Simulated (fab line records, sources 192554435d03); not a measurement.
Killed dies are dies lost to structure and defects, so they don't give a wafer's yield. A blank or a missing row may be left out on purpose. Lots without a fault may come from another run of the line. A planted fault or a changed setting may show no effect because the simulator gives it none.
Chamber matching | flow n5_finfet | N5_FIN_SAQP_ETCH_51 on rie_diel-05: 4 sister chambers
The step etches SiARC in CF4, target depth 45.5 nm, time 75.8 s. 14 wafers are shown with their chamber, then 7 later ones without.

WAFERS WITH THEIR CHAMBER
wafer  | chamber | throttle_valve_pct (%) | showerhead_plenum_p_Torr (Torr) | drypump_motor_current_A (A)
L080.1 | 2       | 15.62                  | 2.064                           | 5.1
L080.4 | 0       | 15.54                  | 2.124                           | 5.1
L080.5 | 0       | 15.57                  | 2.124                           | 5.1
L081.3 | 3       | 16.00                  | 2.137                           | 5.8
L081.5 | 1       | 15.66                  | 2.120                           | 5.9
L081.6 | 2       | 15.62                  | 2.063                           | 5.2
L082.1 | 3       | 16.00                  | 2.136                           | 5.8
L082.3 | 2       | 15.64                  | 2.062                           | 5.1
L082.5 | 2       | 15.63                  | 2.062                           | 5.1
L085.1 | 0       | 15.55                  | 2.120                           | 5.1
L085.2 | 1       | 15.67                  | 2.117                           | 6.0
L085.3 | 2       | 15.65                  | 2.060                           | 5.2
L086.3 | 3       | 16.01                  | 2.133                           | 5.7
L086.4 | 0       | 15.56                  | 2.120                           | 5.1

SIGNATURES (means of the wafers above)
reading                  | chamber 0 | chamber 1 | chamber 2 | chamber 3 | scatter within a chamber
throttle_valve_pct       | 15.5550   | 15.6650   | 15.6320   | 16.0033   | 0.0114
showerhead_plenum_p_Torr | 2.12200   | 2.11850   | 2.06220   | 2.13533   | 0.00195
drypump_motor_current_A  | 5.100     | 5.950     | 5.140     | 5.767     | 0.0486
Rule: a wafer's distance from a chamber is the root of the sum, over the readings, of the square of ((its reading less the chamber's mean) divided by the reading's scatter). The wafer belongs to the nearest chamber; if the next one is less than 2 further off, it can't be placed. The scatter: the root of (the sum of the squares of (reading less its chamber's mean) over the shown wafers, divided by (wafers less chambers)).

WAFERS WITHOUT THEIR CHAMBER
wafer  | throttle_valve_pct (%) | showerhead_plenum_p_Torr (Torr) | drypump_motor_current_A (A)
L086.5 | 15.56                  | 2.121                           | 5.1
L088.2 | 15.69                  | 2.115                           | 6.0
L088.4 | 15.58                  | 2.119                           | 5.1
L088.6 | 15.65                  | 2.057                           | 5.1
L095.2 | 15.70                  | 2.052                           | 5.1
L095.5 | 16.05                  | 2.127                           | 5.8
L095.6 | 15.69                  | 2.052                           | 5.1

WHICH CHAMBER EACH WENT THROUGH
wafer  | from the rows above | in truth
L086.5 | 0                   | 0
L088.2 | 1                   | 1
L088.4 | 0                   | 0
L088.6 | 2                   | 2
L095.2 | 2                   | 2
L095.5 | 3                   | 3
L095.6 | 2                   | 2
Placed correctly: 7 of 7. Can't be placed from these rows: 0. Placed wrongly: 0.
